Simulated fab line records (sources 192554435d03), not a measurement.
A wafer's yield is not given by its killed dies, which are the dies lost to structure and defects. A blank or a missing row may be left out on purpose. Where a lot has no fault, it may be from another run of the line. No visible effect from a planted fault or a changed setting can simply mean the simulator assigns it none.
A single fault, viewed from 2 desks / flow n5_finfet / only its own numbers are on each desk; what lay behind them is given at the end

## THE TOOL OWNER'S DESK: rie_diel-02
The tool's own readings at N5_BEOL_M9_TRENCH_ETCH_37 (etches SiCOH lowk in C4F6/O2, target depth 151.43 nm, time 49 s): means of the sampled wafers that have a number, for each lot that ran on this tool. A lot is out of limits, marked OUT, if its mean lies more than 4 standard deviations from the usual mean; the brackets give that distance.
Columns: A = bias_w at N5_BEOL_M9_TRENCH_ETCH_37, usual 185.1 W; B = drypump_motor_current_A at N5_BEOL_M9_TRENCH_ETCH_37, usual 5.4 A; C = oes_ar_750_au at N5_BEOL_M9_TRENCH_ETCH_37, usual 0.75 a.u.; D = oes_product_au at N5_BEOL_M9_TRENCH_ETCH_37, usual 0.75 a.u.; E = rf_vpp_V at N5_BEOL_M9_TRENCH_ETCH_37, usual 663 V; F = showerhead_plenum_p_Torr at N5_BEOL_M9_TRENCH_ETCH_37, usual 2.81 Torr; G = throttle_valve_pct at N5_BEOL_M9_TRENCH_ETCH_37, usual 20.92 %
lot=L355; first seen here=day 10 15:25; A=184.8; B=5.9; C=0.76; D=0.75; E=659; F=2.72; G=20.77
lot=L363; first seen here=day 13 00:31; A=141.5 (-86) OUT; B=5.8; C=0.76; D=0.73; E=527 (-17) OUT; F=2.85; G=20.75
lot=L362; first seen here=day 13 02:55; A=142.4 (-84) OUT; B=5.4; C=0.71; D=0.68; E=525 (-17) OUT; F=2.76; G=20.88
This desk's finding: out of limits on L362, L363; first on L363, day 13 00:31 (bias_w at N5_BEOL_M9_TRENCH_ETCH_37). L355 stayed within limits.

## THE METROLOGY DESK
What the gauges read, lot by lot, whatever tool the lot ran on: means of the sampled wafers that have a number. A lot is out of limits, marked OUT, if its mean lies more than 4 standard deviations from the usual mean; the brackets give that distance. Readings shown: 7 out of 37 (the first out of limits, and those lying furthest out on some lot).
Columns: A = VT_P at N5_BEOL_M4_RC_MEAS_101, usual -250 mV; B = trench_depth_nm at N5_BEOL_M9_OCD_MEAS_38, usual 150.3 nm; C = M9_THK at N5_BEOL_M9_THK_MEAS_53, usual 139.1 nm; D = M9_RS at N5_BEOL_M9_RS_MEAS_57, usual 0.1518 ohm/sq; E = SERP_M6 at N5_BEOL_M15_RC_MEAS_101, usual 13.7 ohm/um; F = SERP_M9 at N5_BEOL_M15_RC_MEAS_101, usual 3.07 ohm/um; G = SERP_M9_max_site at N5_BEOL_M15_RC_MEAS_101, usual 3.17 ohm/um
lot=L355; first seen here=day 8 20:00; A=-243; B=151.2; C=140.4; D=0.1514; E=13.7; F=3.03; G=3.10
lot=L363; first seen here=day 11 05:46; A=-251; B=137.0 (-7.8) OUT; C=126.3 (-6.4) OUT; D=0.1751 (+9.7) OUT; E=14.0; F=3.53 (+8.1) OUT; G=3.63 (+6.8) OUT
lot=L362; first seen here=day 11 06:46; A=-252; B=135.3 (-8.8) OUT; C=124.5 (-7.3) OUT; D=0.1764 (+10) OUT; E=12.9; F=3.55 (+8.4) OUT; G=3.65 (+7.1) OUT
lot=L369; first seen here=day 12 16:28; A=-253; B=150.9; C=139.3; D=0.1501; E=13.5; F=3.06; G=3.15
This desk's finding: out of limits on L362, L363; first on L363, day 13 00:41 (trench_depth_nm at N5_BEOL_M9_OCD_MEAS_38). L355, L369 stayed within limits.

## ALL TOGETHER
An alarm could have come from the tool owner's desk at day 13 00:31, on L362, L363.
At day 13 00:41 the metrology desk could have sounded an alarm, on L362, L363.
All the named lots went through N5_BEOL_M9_TRENCH_ETCH_37 on rie_diel-02.

## WHAT WAS PUT IN BY THE SIMULATOR
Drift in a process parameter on rie_diel-02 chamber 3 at N5_BEOL_M9_TRENCH_ETCH_37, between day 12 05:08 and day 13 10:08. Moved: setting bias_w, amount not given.
Lots struck among those shown: L362, L363.
Fault start to first reading out of limits, in hours, per desk: tool owner, 19; metrology, 20.
